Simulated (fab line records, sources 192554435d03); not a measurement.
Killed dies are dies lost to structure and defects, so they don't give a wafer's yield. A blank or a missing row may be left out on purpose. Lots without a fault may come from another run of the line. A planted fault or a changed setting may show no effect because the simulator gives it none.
Split-lot experiment | flow n5_finfet | 7 lots, 21 wafers read, on a route of 1938 steps

THE SPLIT
At N5_BEOL_M0_ETCH_109 (etches SiCN in CH3F/O2, target depth 8 nm, overetch 2.4 nm, time 27.4 s), the setting bias_w was moved away from the recipe's 75 W on 5 of the 21 wafers read, by -16.7% to +12.8%. The other wafers ran this setting at the recipe's value.

The reading is taken at the split's own step.

THE READING
rf_vpp_V, in V, at N5_BEOL_M0_ETCH_109 (etches SiCN in CH3F/O2, target depth 8 nm, overetch 2.4 nm, time 27.4 s). Fault-free wafers of this fab line usually give 297.4 V, standard deviation 1.8 V.

wafer  | tool, chamber at the split | bias_w as run, W | against the recipe | rf_vpp_V, V | against lot-mates on the recipe
L077.1 | rie_diel-02, 2             | 62.46            | -16.7%             | 265.0       | -30.5
L077.3 | rie_diel-02, 1             | 62.46            | -16.7%             | 266.0       | -29.5
L077.6 | rie_diel-02, 2             | 75               | recipe             | 295.5       | -
L078.1 | rie_diel-06, 2             | 75               | recipe             | 298.1       | -
L078.3 | rie_diel-06, 0             | 75               | recipe             | 299.1       | -
L078.5 | rie_diel-06, 0             | 75               | recipe             | 299.4       | -
L079.1 | rie_diel-03, 0             | 75               | recipe             | 297.7       | -
L079.4 | rie_diel-03, 2             | 75               | recipe             | 295.0       | -
L079.5 | rie_diel-03, 2             | 84.57            | +12.8%             | 319.7       | +23.3
L088.1 | rie_diel-03, 3             | 75               | recipe             | 296.4       | -
L088.2 | rie_diel-03, 0             | 75               | recipe             | 296.0       | -
L088.5 | rie_diel-03, 2             | 75               | recipe             | 296.2       | -
L089.3 | rie_diel-06, 0             | 75               | recipe             | 297.7       | -
L089.4 | rie_diel-06, 1             | 75               | recipe             | 300.2       | -
L089.5 | rie_diel-06, 0             | 75               | recipe             | 299.0       | -
L090.1 | rie_diel-06, 3             | 75               | recipe             | 298.2       | -
L090.5 | rie_diel-06, 1             | 75               | recipe             | 298.8       | -
L090.6 | rie_diel-06, 2             | 75               | recipe             | 298.1       | -
L097.3 | rie_diel-06, 3             | 79.13            | +5.5%              | 308.5       | +9.3
L097.4 | rie_diel-06, 0             | 75               | recipe             | 299.2       | -
L097.5 | rie_diel-06, 0             | 79.13            | +5.5%              | 307.8       | +8.6

THE FIT
A straight line over all 21 wafers: rf_vpp_V changes by +1.88 V for each +1% of bias_w; r = +0.99; the points scatter about the line by 1.5 V.
The same after taking each lot's own level away (the mean of its wafers on the recipe; 21 wafers): +1.79 V for each +1%; r = +1.00; scatter 0.75 V.
On that fit, the largest move of bias_w shifts the reading by 30 V.
The lots' own levels span 295.50 to 299.20 V, that is 2.1 times the standard deviation above.
So the lot-to-lot level changes the slope little: the two slopes agree.
Check: with one of the wafers moved furthest among these (-16.7%) left out of the fit, the line predicts -29.6 V for it against its lot-mates. It came out at -30.5 V against them.
Tool readings at the split's step, against how far the setting was moved: rf_vpp_V r = +0.99.

OTHER SPLITS ON THESE WAFERS
These wafers also went through other splits before the reading. Each is held against what the fit with the lots' levels taken away leaves over:
other split on the same wafers               | wafers away from the commonest value | r with rf_vpp_V (lot level and that fit taken away)
N5_SDB_COAT_05 spin_rpm                      | 9                                    | -0.23
N5_HKMG_FIN_COAT_43 spin_rpm                 | 5                                    | +0.37
N5_GATE_CUT_COAT_07 spin_rpm                 | 7                                    | -0.42
N5_GATE_CUT_DESCUM_18 time_s                 | 8                                    | -0.30
N5_MOL_CONTACT_COAG_CONTACT_ETCH_14 source_w | 2                                    | +0.14
N5_MOL_CONTACT_COAG_VIA_ETCH_117 bias_w      | 9                                    | +0.20
N5_MOL_CONTACT_COAG_ETCH_124 source_w        | 8                                    | -0.32

THE FILE'S OWN FIT
rf_vpp_V changes by +1.8 V for each +1% of bias_w, r = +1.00.
